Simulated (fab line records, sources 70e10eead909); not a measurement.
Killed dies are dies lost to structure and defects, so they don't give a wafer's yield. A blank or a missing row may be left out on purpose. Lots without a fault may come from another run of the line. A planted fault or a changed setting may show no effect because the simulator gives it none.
A struck lot beside a sound one | flow nand_harc | 40 steps out of a route of 1159
Sound: wafers L552.2, L552.3, L552.5. Struck: wafers L569.1, L569.2, L569.4. The cause comes at the end.
At each step with rows: each side's tool, then ch and its chambers, then its first start. Under that, the readings that differ: sound wafers | struck wafers | difference of the means | sigmas: that difference in standard deviations of wafers without a fault.
alike: readings whose means differ by less than 2 such deviations, and words and numbers that are the same on both sides. not compared: withheld readings, readings that some wafer has no value for, bounds like >300 that may hide the same value, and numbers for which the record gives no deviation and whose values overlap.
The two part at a step that has a row with sigmas, a row that says differs or no value, or rows on one side only. Numbers that don't overlap but have no deviation are shown without sigmas and don't part them. A reading that every wafer of one side lacks parts them only if that side has two wafers or more.

first, 5 steps without rows for these wafers: NHARC_P_M0_SOFTBAKE_04 (time 55 s); NHARC_P_M0_EBR_05; NHARC_P_M0_EXPOSE_06 (exposes mask P M0, target cd 90 nm); NHARC_P_M0_PEB_07 (peb time 65 s); NHARC_P_M0_DEVELOP_08 (develop time 35 s).
NHARC_P_M0_CD_MEAS_09: target cd 90 nm.
  sound on cd_sem-03 ch 0, day 5 14:54; struck on cd_sem-01 ch 0, day 10 00:30
  alike: cd_nm
NHARC_P_M0_OVL_MEAS_10: pitch 180 nm.
  sound on overlay-02, day 5 14:59; struck on overlay-02, day 10 00:35
  alike: overlay_x_nm, overlay_y_nm
NHARC_P_M0_INSPECT_11:
  sound on defect_inspect-02, day 5 15:02; struck on defect_inspect-02, day 10 00:37
  alike: raw_defect_count
then, 3 steps without rows for these wafers: NHARC_P_M0_DESCUM_14 (chemistry O2, time 3 s); NHARC_P_M0_ETCH_34 (etches the open film in N2/H2, target depth 40 nm, overetch 12 nm, time 43.94 s); NHARC_P_M0_ETCH_15 (etches the open film in C4F8/Ar, target depth 150 nm, overetch 15 nm, time 82.5 s).
NHARC_P_M0_CD_MEAS_16:
  sound on cd_sem-01, day 5 15:23; struck on cd_sem-02, day 10 00:59
  alike: cd_nm
NHARC_P_M0_STRIP_18: strips in N2/H2.
  sound on rie_diel-12 ch 0,1,3, day 5 15:31; struck on rie_diel-12 ch 0,2,3, day 10 01:05
  alike: drypump_motor_current_A, oes_product_au, rf_vpp_V, showerhead_plenum_p_Torr, throttle_valve_pct
  not compared: rf_hours_counter_h
then, 2 steps without rows for these wafers: NHARC_P_M0_STRIP_19 (strips in post etch residue remover, time 600 s); NHARC_P_M0_DEGAS_28 (time 60 s).
NHARC_P_M0_PRE_CLEAN_29: time 30 s.
  sound on pvd_sputter-02; struck on pvd_sputter-01
  alike: heater_power_w
then, 1 step without rows for these wafers: NHARC_P_M0_PVD_20 (deposits TaN, target thk 5 nm, time 8.06 s).
NHARC_P_M0_PVD_21: deposits Cu, target thk 30 nm, time 20.49 s.
  sound on pvd_sputter-02; struck on pvd_sputter-01
  reading                | sound          | struck         | difference | sigmas
  throttle_valve_pct (%) | 27.7 29.0 27.4 | 29.3 30.9 29.2 | +1.8       | +2
then, 2 steps without rows for these wafers: NHARC_P_M0_ECD_22 (material Cu, target thk 400 nm); NHARC_P_M0_ANNEAL_30 (time 90 s).
NHARC_P_M0_CMP_23: polishes, t overpolish 20 s, target thk 117.53 nm.
  sound on cmp-04 ch 1,2,3, day 5 17:08; struck on cmp-03 ch 0,2,3, day 10 02:43
  alike: motor_current_A, time_to_endpoint_s
  not compared: pad_life_wafers
NHARC_P_M0_THK_MEAS_24: measures by xrf.
  sound on film_metro-01, day 5 17:23; struck on film_metro-02, day 10 03:01
  alike: thk_nm
then, 1 step without rows for these wafers: NHARC_P_M0_SRD_25.
NHARC_P_M0_PRE_CLEAN_31: time 12 s.
  sound on pecvd-02 ch 1,2, day 5 17:40; struck on pecvd-02 ch 0,2, day 10 03:14
  alike: heater_power_w
NHARC_P_M0_DEP_32: deposits SiCN, target thk 30 nm.
  sound on pecvd-02 ch 1,2, day 5 17:47; struck on pecvd-02 ch 0,2, day 10 03:19
  alike: heater_power_w
then, 10 steps without rows for these wafers: NHARC_P_M1_DEP_00 (deposits SiOC, target thk 182.5 nm); NHARC_P_M1_DEHYDRATE_01 (time 120 s); NHARC_P_M1_HMDS_02 (time 30 s); NHARC_P_M1_COAT_34 (time 65 s); NHARC_P_M1_COAT_03 (resist thk 90 nm); NHARC_P_M1_SOFTBAKE_04 (time 55 s); NHARC_P_M1_EBR_05; NHARC_P_M1_EXPOSE_06 (exposes mask P M1, target cd 130 nm); NHARC_P_M1_PEB_07 (peb time 65 s); NHARC_P_M1_DEVELOP_08 (develop time 35 s).
NHARC_P_M1_CD_MEAS_09: target cd 130 nm.
  sound on cd_sem-02 ch 0, day 5 19:00; struck on cd_sem-02 ch 0, day 10 04:34
  alike: cd_nm
NHARC_P_M1_OVL_MEAS_10: pitch 260 nm.
  sound on overlay-01, day 5 19:05; struck on overlay-02, day 10 04:40
  reading           | sound        | struck         | difference | sigmas
  overlay_x_nm (nm) | -0.4 0.1 0.0 | 1.7 1.2 1.5    | +1.6       | +2
  overlay_y_nm (nm) | 1.8 1.7 1.5  | -0.5 -1.2 -0.8 | -2.5       | -3
then, 2 steps without rows for these wafers: NHARC_P_M1_DESCUM_14 (chemistry O2, time 3 s); NHARC_P_M1_ETCH_35 (etches the open film in N2/H2, target depth 40 nm, overetch 12 nm, time 43.94 s).
-- the record jumps here: 13 days lie between the struck wafers' starts before and after (it left off in module P_M1 and takes up again in module END, whose first step shown is number 1159 of the route) --
NHARC_END_SORT_01:
  sound on prober-02 ch 0, day 19 07:02; struck on prober-02 ch 0, day 23 16:08
  reading                  | sound          | struck         | difference | sigmas
  defect_limited_yield (%) | 97.0 97.2 96.0 | 87.3 87.7 84.9 | -10.1      | -5
  killed_at_periphery      | 3 5 2          | 64 67 70       | +64        | +28
  killed_dies              | 20 19 27       | 86 83 102      | +68        | +5
  sort_bin_2_pct (%)       | 1.2 0.9 1.2    | 5.5 5.0 7.4    | +4.9       | +6
  sort_bin_3_pct (%)       | 0 0.15 0       | 2.66 2.51 1.92 | +2.31      | +11
  sort_bin_4_pct (%)       | 1.8 1.8 2.8    | 4.6 4.7 5.8    | +2.9       | +3
  sort_n_pass              | 657 658 650    | 591 594 575    | -68        | -5
  sort_yield_pct (%)       | 97.0 97.2 96.0 | 87.3 87.7 84.9 | -10.1      | -5
  alike: killed_at_array, killed_at_other, killed_open, killed_short, sort_rim_yield_pct

WHERE THEY PART
First at NHARC_P_M0_PVD_21; last, within this record, at NHARC_END_SORT_01.

WHY: what the simulator had put in
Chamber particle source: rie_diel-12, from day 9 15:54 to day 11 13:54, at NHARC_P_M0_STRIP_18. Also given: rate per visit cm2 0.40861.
